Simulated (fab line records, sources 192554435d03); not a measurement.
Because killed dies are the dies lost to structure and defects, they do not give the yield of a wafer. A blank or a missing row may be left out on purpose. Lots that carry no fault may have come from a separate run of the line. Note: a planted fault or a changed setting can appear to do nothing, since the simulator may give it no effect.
Matching of chambers ; flow n5 finfet ; N5_SDB_ALD_29 on ald sin-02 has 4 sister chambers
The step deposits SiNx, target thk 30 nm, pulse time 1 s, ald cycles 600. 18 wafers are shown with their chamber, then 9 later ones without.

WAFERS WITH THEIR CHAMBER
wafer;chamber;heater power w (W);precursor pulse height rel
L074.1;1;811;1.023
L074.3;3;807;1.022
L074.5;3;799;0.997
L078.4;3;803;0.967
L078.5;1;802;1.020
L078.6;2;791;1.021
L079.1;3;779;0.976
L079.3;0;785;1.000
L079.4;2;795;1.007
L080.3;2;792;0.995
L080.4;0;791;1.008
L080.5;2;781;0.952
L083.2;1;813;0.973
L083.3;2;803;0.949
L083.4;0;803;1.003
L087.2;0;808;1.020
L087.4;2;787;0.973
L087.6;1;794;0.987

SIGNATURES, as means of the wafers listed above
reading;chamber 0;chamber 1;chamber 2;chamber 3;scatter within a chamber
heater power w;796.75;805.00;791.50;797.00;9.66
precursor pulse height rel;1.00775;1.00075;0.98283;0.99050;0.0243
Rule: a wafer lies at a distance from a chamber equal to the root of the sum of squares, over the readings, of (its reading less the chamber's mean, divided by the reading's scatter). The wafer belongs to the nearest chamber; if the next one is less than 2 further off, it can't be placed. The scatter: take each reading less its chamber's mean, square it, sum over the shown wafers, divide by the number of wafers less the number of chambers, and take the root.

WAFERS WITH NO CHAMBER GIVEN
wafer;heater power w (W);precursor pulse height rel
L091.1;790;0.990
L091.2;816;1.003
L091.3;795;0.999
L095.4;780;1.014
L095.5;772;0.993
L095.6;739;1.001
L096.3;794;0.997
L096.4;764;1.039
L096.6;775;0.980

THE CHAMBER EACH PASSED THROUGH
wafer;from the rows above;in truth
L091.1;can't be placed: 2 or 3 or 0 or 1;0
L091.2;can't be placed: 1 or 0 or 3 or 2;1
L091.3;can't be placed: 0 or 3 or 2 or 1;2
L095.4;can't be placed: 2 or 0 or 3 or 1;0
L095.5;can't be placed: 2 or 3 or 0 or 1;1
L095.6;can't be placed: 2 or 0 or 3 or 1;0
L096.3;can't be placed: 3 or 0 or 2 or 1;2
L096.4;can't be placed: 0 or 2 or 3 or 1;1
L096.6;can't be placed: 2 or 3 or 0 or 1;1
0 of 9 placed correctly. Not placeable from these rows: 9 (in 9, the candidates include the true chamber). Placed wrongly: 0.
